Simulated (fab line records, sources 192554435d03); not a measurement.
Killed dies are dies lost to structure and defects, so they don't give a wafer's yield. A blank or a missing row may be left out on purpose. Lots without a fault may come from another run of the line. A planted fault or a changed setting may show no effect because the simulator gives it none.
Chamber matching | flow n5_finfet | N5_BEOL_M2_ETCH_77 on rie_diel-02: 4 sister chambers
The step etches underlayer in N2/H2, target depth 6.5 nm, time 5.2 s. 24 wafers are shown with their chamber, then 12 later ones without.

WAFERS WITH THEIR CHAMBER
wafer  | chamber | drypump_motor_current_A (A) | showerhead_plenum_p_Torr (Torr) | throttle_valve_pct (%)
L076.3 | 1       | 5.6                         | 2.40                            | 17.81
L076.4 | 3       | 6.3                         | 2.64                            | 17.66
L076.5 | 2       | 5.9                         | 2.45                            | 18.02
L077.3 | 1       | 5.6                         | 2.40                            | 17.83
L077.5 | 0       | 5.9                         | 2.58                            | 17.65
L077.6 | 3       | 6.3                         | 2.64                            | 17.66
L083.1 | 0       | 6.0                         | 2.57                            | 17.68
L083.4 | 1       | 5.6                         | 2.39                            | 17.86
L083.6 | 0       | 5.9                         | 2.57                            | 17.68
L084.1 | 1       | 5.6                         | 2.39                            | 17.86
L084.3 | 0       | 5.9                         | 2.57                            | 17.68
L084.4 | 2       | 5.9                         | 2.45                            | 18.06
L085.3 | 1       | 5.6                         | 2.39                            | 17.85
L085.5 | 3       | 6.3                         | 2.63                            | 17.65
L085.6 | 2       | 5.9                         | 2.44                            | 18.04
L086.1 | 1       | 5.6                         | 2.39                            | 17.83
L086.2 | 2       | 5.9                         | 2.44                            | 18.06
L086.4 | 0       | 5.9                         | 2.57                            | 17.67
L090.3 | 0       | 5.9                         | 2.56                            | 17.70
L090.4 | 0       | 5.9                         | 2.56                            | 17.72
L090.6 | 3       | 6.3                         | 2.63                            | 17.70
L091.2 | 3       | 6.3                         | 2.62                            | 17.72
L091.3 | 0       | 6.0                         | 2.56                            | 17.70
L091.5 | 3       | 6.3                         | 2.62                            | 17.73

SIGNATURES (means of the wafers above)
reading                  | chamber 0 | chamber 1 | chamber 2 | chamber 3 | scatter within a chamber
drypump_motor_current_A  | 5.925     | 5.600     | 5.900     | 6.300     | 0.0274
showerhead_plenum_p_Torr | 2.5675    | 2.3933    | 2.4450    | 2.6300    | 0.00701
throttle_valve_pct       | 17.6850   | 17.8400   | 18.0450   | 17.6867   | 0.0247
Rule: a wafer's distance from a chamber is the root of the sum, over the readings, of the square of ((its reading less the chamber's mean) divided by the reading's scatter). The wafer belongs to the nearest chamber; if the next one is less than 2 further off, it can't be placed. The scatter: the root of (the sum of the squares of (reading less its chamber's mean) over the shown wafers, divided by (wafers less chambers)).

WAFERS WITHOUT THEIR CHAMBER
wafer  | drypump_motor_current_A (A) | showerhead_plenum_p_Torr (Torr) | throttle_valve_pct (%)
L093.4 | 5.6                         | 2.71                            | 17.44
L093.5 | 5.9                         | 2.56                            | 17.73
L093.6 | 5.6                         | 2.71                            | 17.46
L094.1 | 5.9                         | 2.44                            | 18.09
L094.3 | 5.6                         | 2.71                            | 17.43
L094.5 | 5.9                         | 2.56                            | 17.74
L095.3 | 5.9                         | 2.56                            | 17.72
L095.4 | 5.6                         | 2.71                            | 17.44
L095.5 | 5.9                         | 2.44                            | 18.07
L096.3 | 5.6                         | 2.71                            | 17.43
L096.5 | 5.9                         | 2.43                            | 18.07
L096.6 | 6.3                         | 2.62                            | 17.72

WHICH CHAMBER EACH WENT THROUGH
wafer  | from the rows above | in truth
L093.4 | 0                   | 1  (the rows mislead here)
L093.5 | 0                   | 0
L093.6 | 0                   | 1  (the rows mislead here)
L094.1 | 2                   | 2
L094.3 | 0                   | 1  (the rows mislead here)
L094.5 | 0                   | 0
L095.3 | 0                   | 0
L095.4 | 0                   | 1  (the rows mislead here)
L095.5 | 2                   | 2
L096.3 | 0                   | 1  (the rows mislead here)
L096.5 | 2                   | 2
L096.6 | 3                   | 3
Placed correctly: 7 of 12. Can't be placed from these rows: 0. Placed wrongly: 5.
